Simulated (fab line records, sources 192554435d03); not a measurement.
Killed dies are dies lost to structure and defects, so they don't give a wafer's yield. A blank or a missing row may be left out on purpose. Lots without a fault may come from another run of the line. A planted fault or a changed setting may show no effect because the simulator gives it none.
fab line records | flow n5_finfet
record lots=7 wafers=21
route steps=1938 shown ZERO_LAYER@9 WELL_APT@21 FIN_SAQP@109 DUMMY_GATE@224 SPACER0@259 SD_EPI_N@268 SD_EPI_P@312 SD_ACTIVATION@330 SDB@368
start_h: hours from the record's first day to the start of the lot's first wafer shown | wait_h: hours since the lot's step before | " the same as in the row above | L1.1+2: a row that stands for several wafers | - no value, or no start given | * or withheld: withheld | < > ~ a bound
route shown NAME@n: a module of which the file shows steps, and the number in the route of the first | usual: mean/standard deviation of fault-free wafers | same: alike in all rows | chamber/n: place in a boat | sites: the reading at each site | _std_site: their standard deviation | _edge_site: outer sites' mean less inner sites' | radius_mm: how far each site lies from the wafer's centre | mask NAME#n: copy n | behind: the tool/chamber that last shaped the wafer | hold: why the lot was held/for how many hours/how that ended | device: the transistor (n, p or np) that didn't switch | end of line: the same wafers' tests at the end of the route | a step without rows: its recipe alone | killed: dies lost to structure and defects at the first sort, not the wafer's yield | map: a wafer's dies, x killed, . not, _ none there
set.NAME: the setting as run; set.NAME@STEP: as run at that earlier step | model.NAME: the simulator's own value behind a step, which no gauge read
lots whose settings were changed on purpose; a table a step, a row a wafer
## steps
# step N5_ZERO_LAYER_EXPOSE_08
# recipe mask_id=ZERO na=0.55 source_shape=conventional sigma_outer=0.8 polarization=unpolarized defocus_nm=0 target_cd_nm=2000 dose_mj=16.2
# columns lot.wafer tool chamber start_h wait_h mask set.dose_mj
L075.2+4+5 krf_scanner-01 0 18.60 - ZERO#0 15.21
L077.1+2+3 krf_scanner-02 0 30.59 - ZERO#0 16.2
L080.1+3 krf_scanner-02 0 48.61 - ZERO#0 16.2
L080.6 " 0 " " ZERO#0 15.08
L083.2+4+5 krf_scanner-01 0 67.42 - ZERO#0 16.2
L085.3+5+6 krf_scanner-01 0 78.48 - ZERO#0 16.2
L090.2 krf_scanner-02 0 108.47 - ZERO#0 16.2
L090.5+6 " 0 " " ZERO#0 15.44
L091.2+3+4 krf_scanner-02 0 114.48 - ZERO#0 16.2
# step N5_ZERO_LAYER_PEB_09
# recipe peb_temp_c=withheld peb_time_s=*
# step N5_ZERO_LAYER_DEVELOP_10
# recipe develop_time_s=60 rinse_liquid=diw dry=air_spin dev_temp_c=21
# step N5_ZERO_LAYER_HARDBAKE_23
# recipe temp_c=130 time_s=120
# step N5_ZERO_LAYER_CD_MEAS_11
# recipe target_cd_nm=2000 landing_energy_ev=500 detector=se_inlens
# usual cd_nm=2000.3/1.3
# columns lot.wafer tool chamber start_h wait_h set.dose_mj@ZERO_LAYER_EXPOSE_08 cd_nm
L075.2 cd_sem-01 0 18.77 - 15.21 1988.3
L075.4 " 0 " " 15.21 1989.3
L075.5 " 0 " " 15.21 1989.2
L077.1 cd_sem-01 0 30.77 - 16.2 2001.2
L077.2 " 0 " " 16.2 2002.4
L077.3 " 0 " " 16.2 2002.0
L080.1 cd_sem-01 0 48.79 - 16.2 2002.0
L080.3 " 0 " " 16.2 2001.8
L080.6 " 0 " " 15.08 1986.4
L083.2 cd_sem-02 0 67.60 - 16.2 2002.1
L083.4 " 0 " " 16.2 2000.3
L083.5 " 0 " " 16.2 1998.9
L085.3 cd_sem-01 0 78.65 - 16.2 2001.7
L085.5 " 0 " " 16.2 1999.2
L085.6 " 0 " " 16.2 2001.3
L090.2 cd_sem-02 0 108.64 - 16.2 2002.8
L090.5 " 0 " " 15.44 1994.1
L090.6 " 0 " " 15.44 1993.6
L091.2 cd_sem-01 0 114.65 - 16.2 1999.2
L091.3 " 0 " " 16.2 1999.6
L091.4 " 0 " " 16.2 2001.1
# step N5_ZERO_LAYER_DESCUM_16
# recipe chemistry=O2 time_s=7.9 source_power_w=50 bias_power_w=20 pressure_mtorr=20 rf_frequency_hz=2.712e+07 temp_c=40 o2_flow_sccm=225
# columns lot.wafer tool chamber start_h wait_h set.dose_mj@ZERO_LAYER_EXPOSE_08 model.ZERO_LAYER.cd_nm
L075.2 rie_diel-04 1 18.85 0.1 15.21 1988
L075.4+5 " 0 " " 15.21 1989
L077.1 rie_diel-04 0 30.80 0.0 16.2 2002
L077.2 " 1 " " 16.2 2003
L077.3 " 2 " " 16.2 -
L080.1 rie_diel-02 3 48.83 0.0 16.2 -
L080.3 " 1 " " 16.2 2002
L080.6 " 1 " " 15.08 1986
L083.2 rie_diel-04 2 67.63 0.0 16.2 2002
L083.4+5 " 1,2 " " 16.2 2000
L085.3+5 rie_diel-02 3,1 78.69 0.0 16.2 -
L085.6 " 0 " " 16.2 2001
L090.2 rie_diel-04 2 108.68 0.0 16.2 2002
L090.5 " 3 " " 15.44 1994
L090.6 " 2 " " 15.44 -
L091.2 rie_diel-05 2 115.07 0.4 16.2 1999
L091.3 " 3 " " 16.2 -
L091.4 " 1 " " 16.2 2001
# step N5_WELL_APT_COAT_02
# recipe spin_rpm=1357 resist_thk_nm=950
# columns lot.wafer tool chamber start_h wait_h set.spin_rpm model.coat_of_WELL_APT_COAT_02.thk_nm
L075.2 litho_track-03 0 - - 1357 957.9
L075.4 " 0 " " 1357 955.6
L075.5 " 0 " " 1357 954.8
L077.1 litho_track-03 0 - - 1413 936.8
L077.2 " 0 " " 1413 939.5
L077.3 " 0 " " 1357 957.3
L080.1 litho_track-02 0 - - 1440 929.5
L080.3+6 " 0 " " 1440 929.2
L083.2 litho_track-02 0 - - 1357 951
L083.4 " 0 " " 1357 949.5
L083.5 " 0 " " 1357 950.3
L085.3 litho_track-05 0 - - 1357 956.2
L085.5 " 0 " " 1357 955.7
L085.6 " 0 " " 1285 980.7
L090.2 litho_track-03 0 - - 1429 928.5
L090.5 " 0 " " 1429 926.3
L090.6 " 0 " " 1357 949.7
L091.2 litho_track-03 0 - - 1474 912.8
L091.3 " 0 " " 1474 914.1
L091.4 " 0 " " 1357 952.4
# step N5_FIN_SAQP_PEB_14
# recipe peb_temp_c=withheld peb_time_s=60 resist=CAR-ArF
# columns lot.wafer tool chamber start_h wait_h set.peb_time_s
L075.2+5 litho_track-01 0 27.95 0.0 60
L075.4 " 0 " " 47.98
L077.1+2+3 litho_track-02 0 45.11 0.1 60
L080.1 litho_track-01 0 59.93 0.1 60
L080.3+6 " 0 " " 67.09
L083.2+4+5 litho_track-02 0 77.22 0.0 60
L085.3+5 litho_track-02 0 86.98 0.0 60
L085.6 " 0 " " 67.79
L090.2+5 litho_track-01 0 117.37 0.0 60
L090.6 " 0 " " 70.68
L091.2 litho_track-01 0 124.73 0.0 60
L091.3+4 " 0 " " 55.26
# step N5_FIN_SAQP_DEVELOP_15
# recipe develop_time_s=30 developer=TMAH resist=CAR-ArF dev_temp_c=23 rinse_liquid=diw dry=air_spin
# step N5_FIN_SAQP_CD_MEAS_16
# recipe target_cd_nm=35.6 landing_energy_ev=500 detector=se_inlens
# usual cd_nm=35.66/0.27
# columns lot.wafer tool chamber start_h wait_h set.peb_time_s@FIN_SAQP_PEB_14 cd_nm
L075.2 cd_sem-02 0 28.02 - 60 35.90
L075.4 " 0 " " 47.98 39.04
L075.5 " 0 " " 60 35.36
L077.1 cd_sem-01 0 45.17 - 60 35.89
L077.2 " 0 " " 60 36.17
L077.3 " 0 " " 60 35.85
L080.1 cd_sem-01 0 60.00 - 60 35.72
L080.3 " 0 " " 67.09 34.27
L080.6 " 0 " " 67.09 33.89
L083.2 cd_sem-02 0 77.29 - 60 35.69
L083.4 " 0 " " 60 35.40
L083.5 " 0 " " 60 36.03
L085.3 cd_sem-02 0 87.05 - 60 35.77
L085.5 " 0 " " 60 35.65
L085.6 " 0 " " 67.79 34.20
L090.2 cd_sem-01 0 117.44 - 60 35.84
L090.5 " 0 " " 60 35.93
L090.6 " 0 " " 70.68 33.52
L091.2 cd_sem-02 0 124.80 - 60 35.49
L091.3 " 0 " " 55.26 37.23
L091.4 " 0 " " 55.26 36.95
# step N5_FIN_SAQP_ETCH_52
# recipe chemistry=N2/H2 target=SOC target_depth_a=1000 overetch_a=200 mask_material=SiARC temp_c=40 time_s=150 ion_energy_ev=200 pressure_mtorr=30 source_w=840 bias_w=150 n2_flow_sccm=200 h2_flow_sccm=200 ends=end_point
# usual rf_vpp_V=524.3/2.4
# columns lot.wafer tool chamber start_h wait_h set.source_w rf_vpp_V
L075.2 rie_diel-03 1 28.21 0.0 840 520.4
L075.4 " 0 " " 840 526.7
L075.5 " 0 " " 840 528.3
L077.1 rie_diel-06 1 45.95 0.0 886 514.1
L077.2 " 2 " " 840 522.9
L077.3 " 3 " " 840 523.1
L080.1 rie_diel-06 2 60.40 0.0 840 522.1
L080.3 " 1 " " 840 522.2
L080.6 " 0 " " 953.1 503.7
L083.2 rie_diel-03 2 77.47 0.0 840 527.6
L083.4 " 2 " " 840 528.6
L083.5 " 3 " " 840 521.4
L085.3 rie_diel-06 0 87.35 0.0 737.8 547.5
L085.5 " 0 " " 840 524.3
L085.6 " 1 " " 737.8 544.2
L090.2 rie_diel-01 1 117.65 0.0 840 523.6
L090.5 " 1 " " 840 523.8
L090.6 " 2 " " 840 526.1
L091.2 rie_diel-03 2 125.03 0.0 840 528.4
L091.3 " 1 " " 840 528.0
L091.4 " 3 " " 705.8 550.3
# step N5_DUMMY_GATE_COAT_28
# recipe resist=underlayer temp_c=205 time_s=60 spin_rpm=1500 resist_thk_nm=10
# columns lot.wafer tool chamber start_h wait_h set.spin_rpm model.underlayer_of_DUMMY_GATE_COAT_28.thk_nm
L075.2+4 litho_track-04 0 - - 1378 10.4
L075.5 " 0 " " 1500 10
L077.1+3 litho_track-01 0 - - 1500 10
L077.2 " 0 " " 1360 10.6
L080.1+3+6 litho_track-02 0 - - 1500 10
L083.2+4+5 litho_track-02 0 - - 1500 10
L085.3 litho_track-01 0 - - 1394 10.4
L085.5+6 " 0 " " 1500 10
L090.2+5+6 litho_track-02 0 - - 1500 10
L091.2+3+4 litho_track-02 0 - - 1564 9.8
# step N5_SPACER0_ALD_00
# recipe material=SiOCN target_thk_a=35 temp_c=400 ald_precursor_family=alkyl-aminosilane ald_co_reactant=O2/N2-plasma pulse_time_s=3 purge_time_s=2 co_reactant_purge_time_s=2 ald_cycles=58 pressure_torr=2
# columns lot.wafer tool chamber start_h wait_h set.ald_cycles model.SiOCN_of_SPACER0_ALD_00.thk_nm
L075.2 ald_sin-03 2 55.54 0.1 61 3.6
L075.4+5 " 0,2 " " 58 3.4
L077.1 ald_sin-01 0 73.57 0.1 58 3.6
L077.2+3 " 2,1 " " 55 3.4
L080.1+6 ald_sin-01 3,0 86.94 0.1 51 3
L080.3 " 0 " " 58 3.4
L083.2 ald_sin-03 3 105.99 0.1 58 3.4
L083.4+5 " 1,0 " " 58 3.6
L085.3+5 ald_sin-04 2,0 114.21 0.1 58 3.6
L085.6 " 1 " " 54 3.2
L090.2+6 ald_sin-03 0,3 143.47 0.1 58 3.6
L090.5 " 0 " " 64 4
L091.2+3 ald_sin-04 2,1 152.49 0.1 52 3.2
L091.4 " 3 " " 58 3.6
# step N5_SD_EPI_N_PEB_07
# recipe peb_temp_c=110 peb_time_s=60 resist=CAR-ArF-block
# columns lot.wafer tool chamber start_h wait_h set.peb_time_s
L075.2+4+5 litho_track-02 0 56.29 0.0 60
L077.1+2 litho_track-02 0 74.19 0.1 71.74
L077.3 " 0 " " 60
L080.1 litho_track-02 0 87.68 0.1 48.31
L080.3+6 " 0 " " 60
L083.2+4+5 litho_track-02 0 106.74 0.0 60
L085.3 litho_track-02 0 114.84 0.0 56.06
L085.5+6 " 0 " " 60
L090.2+6 litho_track-05 0 144.09 0.0 60
L090.5 " 0 " " 48.4
L091.2 litho_track-03 0 153.24 0.0 60
L091.3+4 " 0 " " 64.78
# step N5_SD_EPI_N_DEVELOP_08
# recipe develop_time_s=30 developer=TMAH resist=CAR-ArF-block dev_temp_c=23 rinse_liquid=diw dry=air_spin
# step N5_SD_EPI_N_CD_MEAS_09
# recipe target_cd_nm=120 landing_energy_ev=500 detector=se_inlens
# usual cd_nm=120.1/0.6
# columns lot.wafer tool chamber start_h wait_h set.peb_time_s@SD_EPI_N_PEB_07 cd_nm
L075.2 cd_sem-01 0 56.36 - 60 121.0
L075.4 " 0 " " 60 120.3
L075.5 " 0 " " 60 120.4
L077.1 cd_sem-01 0 74.26 - 71.74 125.3
L077.2 " 0 " " 71.74 126.5
L077.3 " 0 " " 60 120.2
L080.1 cd_sem-02 0 87.75 - 48.31 112.6
L080.3 " 0 " " 60 121.0
L080.6 " 0 " " 60 120.4
L083.2 cd_sem-02 0 106.80 - 60 120.6
L083.4 " 0 " " 60 119.9
L083.5 " 0 " " 60 119.6
L085.3 cd_sem-02 0 114.91 - 56.06 118.3
L085.5 " 0 " " 60 121.1
L085.6 " 0 " " 60 121.0
L090.2 cd_sem-02 0 144.16 - 60 120.3
L090.5 " 0 " " 48.4 111.7
L090.6 " 0 " " 60 120.4
L091.2 cd_sem-01 0 153.31 - 60 120.4
L091.3 " 0 " " 64.78 122.9
L091.4 " 0 " " 64.78 123.1
# step N5_SD_EPI_N_DESCUM_14
# recipe chemistry=O2 time_s=7.9 source_power_w=50 bias_power_w=20 pressure_mtorr=20 rf_frequency_hz=2.712e+07 temp_c=40 resist=CAR-ArF-block o2_flow_sccm=225
# columns lot.wafer tool chamber start_h wait_h set.peb_time_s@SD_EPI_N_PEB_07 model.SD_EPI_N.cd_nm
L075.2 rie_diel-06 2 56.97 0.6 60 120.8
L075.4+5 " 3,1 " " 60 120.2
L077.1 rie_diel-06 3 74.35 0.0 71.74 125.2
L077.2 " 2 " " 71.74 126.6
L077.3 " 0 " " 60 120.6
L080.1 rie_diel-06 0 87.84 0.0 48.31 112.2
L080.3 " 2 " " 60 121
L080.6 " 2 " " 60 120.4
L083.2 rie_diel-01 0 106.89 0.0 60 120.8
L083.4 " 0 " " 60 120.2
L083.5 " 2 " " 60 120
L085.3 rie_diel-01 2 115.36 0.4 56.06 118.6
L085.5 " 3 " " 60 121.2
L085.6 " 2 " " 60 120.8
L090.2+6 rie_diel-03 3,2 144.28 0.1 60 120.4
L090.5 " 3 " " 48.4 111.8
L091.2 rie_diel-06 2 153.39 0.0 60 120.6
L091.3+4 " 0,1 " " 64.78 123
# step N5_SD_EPI_N_ETCH_34
# recipe chemistry=CF4 target=SiARC target_depth_a=455 mask_material=CAR-ArF-block time_s=75.8 ion_energy_ev=80 pressure_mtorr=40 source_w=545 bias_w=36 Ar_flow_sccm=100 cf4_flow_sccm=100 ends=cleared
# step N5_SD_EPI_N_ETCH_35
# recipe chemistry=N2/H2 target=SOC overetch_a=1080 mask_material=SiARC temp_c=40 ion_energy_ev=100 source_w=3000 bias_w=133 pressure_mtorr=20 time_s=486 n2_flow_sccm=200 h2_flow_sccm=200
# columns lot.wafer tool chamber start_h wait_h set.peb_time_s@SD_EPI_N_PEB_07 model.SD_EPI_N.cd_nm
L075.2 rie_diel-06 2 57.06 0.0 60 121.4
L075.4 " 3 " " 60 120.6
L075.5 " 1 " " 60 122.4
L077.1 rie_diel-06 3 74.44 0.0 71.74 124.8
L077.2 " 2 " " 71.74 125.6
L077.3 " 0 " " 60 120
L080.1 rie_diel-06 0 87.93 0.0 48.31 111.8
L080.3 " 2 " " 60 120.6
L080.6 " 2 " " 60 119.8
L083.2 rie_diel-01 0 106.98 0.0 60 120.2
L083.4 " 0 " " 60 119.6
L083.5 " 2 " " 60 118.2
L085.3 rie_diel-01 2 115.46 0.0 56.06 117.2
L085.5 " 3 " " 60 121.6
L085.6 " 2 " " 60 120.8
L090.2 rie_diel-03 3 144.37 0.0 60 120
L090.5 " 3 " " 48.4 111.8
L090.6 " 2 " " 60 120.8
L091.2 rie_diel-06 2 153.48 0.0 60 121
L091.3 " 0 " " 64.78 123.6
L091.4 " 1 " " 64.78 124.2
# step N5_SD_EPI_P_ETCH_16
# recipe chemistry=CHF3/O2 target=SiO2 target_depth_a=50 mask_material=SOC pressure_mtorr=30 source_w=650 bias_w=170 Ar_flow_sccm=200 CHF3_flow_sccm=50 O2_flow_sccm=5 ion_energy_ev=200
# columns lot.wafer tool chamber start_h wait_h set.target_depth_a model.etch.depth_nm
L075.2 rie_diel-05 2 62.77 0.1 50 4.96
L075.4 " 1 " " 50 5.112
L075.5 " 3 " " 50 4.956
L077.1 rie_diel-02 0 80.24 0.1 50 4.94
L077.2 " 1 " " 50 4.973
L077.3 " 2 " " 47.56 4.752
L080.1 rie_diel-05 0 94.11 0.1 50 4.96
L080.3 " 3 " " 50 4.899
L080.6 " 0 " " 44.48 4.43
L083.2+5 rie_diel-04 3,2 112.70 0.1 50 5.079
L083.4 " 0 " " 50 5.044
L085.3 rie_diel-02 1 122.62 0.1 50 4.962
L085.5 " 1 " " 55.91 5.576
L085.6 " 0 " " 50 4.916
L090.2 rie_diel-02 3 150.01 0.1 50 5.062
L090.5 " 0 " " 50 4.984
L090.6 " 2 " " 50 5.048
L091.2 rie_diel-05 3 158.65 0.1 54.88 5.311
L091.3 " 2 " " 50 4.887
L091.4 " 1 " " 50 5.031
# step N5_SD_EPI_P_EPI_21
# recipe material=SiGe:B dopant=B temp_c=550 pressure_torr=20 ambient=H2 time_s=355
# columns lot.wafer tool chamber start_h wait_h set.epi_growth_time_s model.SiGe-B_of_SD_EPI_P_EPI_21.thk_nm
L075.2 epi_rpcvd-01 0 65.40 0.6 384.6 65
L075.4 " 0 " " 384.6 64.6
L075.5 " 0 " " 355 61.8
L077.1 epi_rpcvd-02 0 82.16 0.2 355 61.2
L077.2 " 0 " " 355 61.8
L077.3 " 0 " " 355 60.6
L080.1 epi_rpcvd-03 0 94.85 0.1 355 61.4
L080.3 " 0 " " 355 60.4
L080.6 " 0 96.65 1.8 355 61.6
L083.2+4+5 epi_rpcvd-02 0 113.79 0.5 355 61
L085.3 epi_rpcvd-01 0 124.92 1.4 355 62
L085.5 " 0 126.20 2.6 355 61.8
L085.6 " 0 " " 355 61.6
L090.2 epi_rpcvd-03 0 151.34 0.6 355 60.8
L090.5 " 0 152.78 2.0 372.9 62.6
L090.6 " 0 " " 372.9 62.4
L091.2 epi_rpcvd-02 0 159.75 0.5 375.4 63.6
L091.3 " 0 " " 355 60.8
L091.4 " 0 " " 375.4 63.8
# step N5_SD_EPI_P_HM_STRIP_48
# recipe chemistry=H3PO4 temp_c=160 material=SiNx target=SiNx target_depth_a=30 overetch_fraction=0.3
# step N5_SD_ACTIVATION_RTA_00
# recipe temp_c=975 time_s=0 ambient=N2 idle_temp_c=600 ramp_up_c_per_s=150 ramp_down_c_per_s=60 cool_to_c=600
# step N5_SD_ACTIVATION_LSA_01
# recipe temp_c=1080 time_s=0.0008 ambient=N2
# step N5_SD_ACTIVATION_RS_MEAS_03
# recipe thk_meas_gauge=four-point-probe
# usual RS_SD_N=21.86/0.23 RS_SD_P=55.8/0.89
# columns lot.wafer tool chamber start_h wait_h set.epi_growth_time_s@SD_EPI_P_EPI_21 RS_SD_N[ohm/sq] RS_SD_P[ohm/sq]
L075.2 film_metro-01 - 70.51 0.2 384.6 21.61 52.1
L075.4 " - " " 384.6 22.10 52.4
L075.5 " - " " 355 21.57 54.6
L077.1 film_metro-02 - 85.69 0.2 355 21.94 55.8
L077.2 " - " " 355 21.83 54.9
L077.3 " - " " 355 22.02 56.3
L080.1 film_metro-02 - 97.78 0.2 355 21.66 55.5
L080.3 " - " " 355 22.28 56.8
L080.6 " - " " 355 21.68 55.8
L083.2 film_metro-01 - 116.40 0.2 355 21.94 56.4
L083.4 " - " " 355 21.77 57.1
L083.5 " - " " 355 21.74 56.4
L085.3 film_metro-01 - 128.16 0.2 355 21.66 55.6
L085.5 " - " " 355 21.73 55.7
L085.6 " - " " 355 21.80 56.2
L090.2 film_metro-01 - 154.42 0.2 355 21.62 55.4
L090.5 " - " " 372.9 21.86 53.4
L090.6 " - " " 372.9 21.66 53.9
L091.2 film_metro-02 - 162.24 0.2 375.4 22.12 54.3
L091.3 " - " " 355 21.63 57.1
L091.4 " - " " 375.4 21.95 54.8
# step N5_SDB_ETCH_25
# recipe chemistry=C4F6/O2 target=SiO2 target_depth_a=100 time_s=3.3 ion_energy_ev=250 mask_material=SiNx pressure_mtorr=30 source_w=345 bias_w=185 Ar_flow_sccm=300 C4F6_flow_sccm=10 O2_flow_sccm=10
# columns lot.wafer tool chamber start_h wait_h set.time_s model.etch.depth_nm
L075.2 rie_diel-03 2 78.37 0.0 3.3 10.1
L075.4 " 3 " " 2.759 8.202
L075.5 " 2 " " 3.3 10.11
L077.1 rie_diel-01 1 93.73 0.0 3.3 10.27
L077.2 " 3 " " 3.3 10.01
L077.3 " 2 " " 3.3 10.15
L080.1 rie_diel-03 2 105.74 0.0 3.3 10.04
L080.3 " 3 " " 3.3 9.8
L080.6 " 0 " " 3 8.998
L083.2 rie_diel-01 1 123.93 0.0 3.3 10.19
L083.4 " 3 " " 3.3 9.882
L083.5 " 3 " " 3.3 9.886
L085.3 rie_diel-03 0 136.37 0.6 4.01 11.98
L085.5 " 3 " " 3.3 9.815
L085.6 " 2 " " 4.01 12.25
L090.2 rie_diel-03 3 162.34 0.0 3.3 9.615
L090.5 " 2 " " 3.773 11.2
L090.6 " 1 " " 3.3 9.732
L091.2 rie_diel-03 2 171.07 0.3 3.3 9.959
L091.3 " 0 " " 3.3 9.87
L091.4 " 1 " " 2.962 8.861
# step N5_SDB_CUT_ETCH_26
# recipe chemistry=HBr/Cl2/O2 target=Si target_depth_a=1296 bt_time_s=20 mask_material=SiNx time_s=51.8 ion_energy_ev=* bias_w=* pressure_mtorr=10 icp_w=800 HBr_flow_sccm=150 Cl2_flow_sccm=80 O2_flow_sccm=12
# columns lot.wafer tool chamber start_h wait_h set.icp_w model.SDB.feature_depth_nm model.etch.depth_nm
L075.2 rie_si-05 1 78.45 0.1 800 127.8 127.8
L075.4 " 0 " " 800 128.4 128.4
L075.5 " 2 " " 800 127.6 127.5
L077.1 rie_si-05 2 93.81 0.1 800 128.2 128.2
L077.2 " 0 " " 692.5 119.8 119.8
L077.3 " 3 " " 800 128.4 128.3
L080.1 rie_si-05 1 105.82 0.1 680.7 119.8 119.8
L080.3 " 2 " " 680.7 119.6 119.6
L080.6 " 3 " " 800 129.2 129.2
L083.2 rie_si-02 1 124.02 0.1 800 130.8 130.7
L083.4 " 0 " " 800 127.6 127.7
L083.5 " 1 " " 800 132 132
L085.3 rie_si-02 0 136.46 0.1 695.9 119.8 119.9
L085.5 " 1 " " 800 131 131
L085.6 " 3 " " 800 128.6 128.6
L090.2+5 rie_si-05 0 162.42 0.1 800 129 128.9
L090.6 " 1 " " 706 122.4 122.3
L091.2 rie_si-01 0 171.15 0.1 800 130 129.9
L091.3 " 3 " " 800 130.4 130.4
L091.4 " 2 " " 937.4 140.4 140.4
## key
split step=N5_ZERO_LAYER_EXPOSE_08 setting=dose_mj stated=16.2 by=wafer
response step=N5_ZERO_LAYER_CD_MEAS_11 reading=cd_nm change=+2.13 per=1% r=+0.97
response step=N5_ZERO_LAYER_DESCUM_16 reading=model.ZERO_LAYER.cd_nm change=+2.12 per=1% r=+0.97
split step=N5_WELL_APT_COAT_02 setting=spin_rpm stated=1357 by=wafer
response step=N5_WELL_APT_COAT_02 reading=model.coat_of_WELL_APT_COAT_02.thk_nm change=-4.5 per=1% r=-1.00
split step=N5_FIN_SAQP_PEB_14 setting=peb_time_s stated=60 by=wafer
response step=N5_FIN_SAQP_CD_MEAS_16 reading=cd_nm change=-0.149 per=1% r=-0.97
split step=N5_FIN_SAQP_ETCH_52 setting=source_w stated=840 by=wafer
response step=N5_FIN_SAQP_ETCH_52 reading=rf_vpp_V change=-1.48 per=1% r=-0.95
split step=N5_DUMMY_GATE_COAT_28 setting=spin_rpm stated=1500 by=wafer
response step=N5_DUMMY_GATE_COAT_28 reading=model.underlayer_of_DUMMY_GATE_COAT_28.thk_nm change=-0.0575 per=1% r=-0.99
split step=N5_SPACER0_ALD_00 setting=ald_cycles stated=58 by=wafer
response step=N5_SPACER0_ALD_00 reading=model.SiOCN_of_SPACER0_ALD_00.thk_nm change=+0.0389 per=1% r=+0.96
split step=N5_SD_EPI_N_PEB_07 setting=peb_time_s stated=60 by=wafer
response step=N5_SD_EPI_N_CD_MEAS_09 reading=cd_nm change=+0.383 per=1% r=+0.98
response step=N5_SD_EPI_N_DESCUM_14 reading=model.SD_EPI_N.cd_nm change=+0.379 per=1% r=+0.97
response step=N5_SD_EPI_N_ETCH_35 reading=model.SD_EPI_N.cd_nm change=+0.387 per=1% r=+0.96
split step=N5_SD_EPI_P_ETCH_16 setting=target_depth_a stated=50 by=wafer
response step=N5_SD_EPI_P_ETCH_16 reading=model.etch.depth_nm change=+0.0459 per=1% r=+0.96
split step=N5_SD_EPI_P_EPI_21 setting=epi_growth_time_s stated=355 by=wafer
response step=N5_SD_EPI_P_EPI_21 reading=model.SiGe-B_of_SD_EPI_P_EPI_21.thk_nm change=+0.393 per=1% r=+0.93
response step=N5_SD_ACTIVATION_RS_MEAS_03 reading=RS_SD_P change=-0.34 per=1% r=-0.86
split step=N5_SDB_ETCH_25 setting=time_s stated=3.3 by=wafer
response step=N5_SDB_ETCH_25 reading=model.etch.depth_nm change=+0.108 per=1% r=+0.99
split step=N5_SDB_CUT_ETCH_26 setting=icp_w stated=800 by=wafer
response step=N5_SDB_CUT_ETCH_26 reading=model.SDB.feature_depth_nm change=+0.635 per=1% r=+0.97
response step=N5_SDB_CUT_ETCH_26 reading=model.etch.depth_nm change=+0.635 per=1% r=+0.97
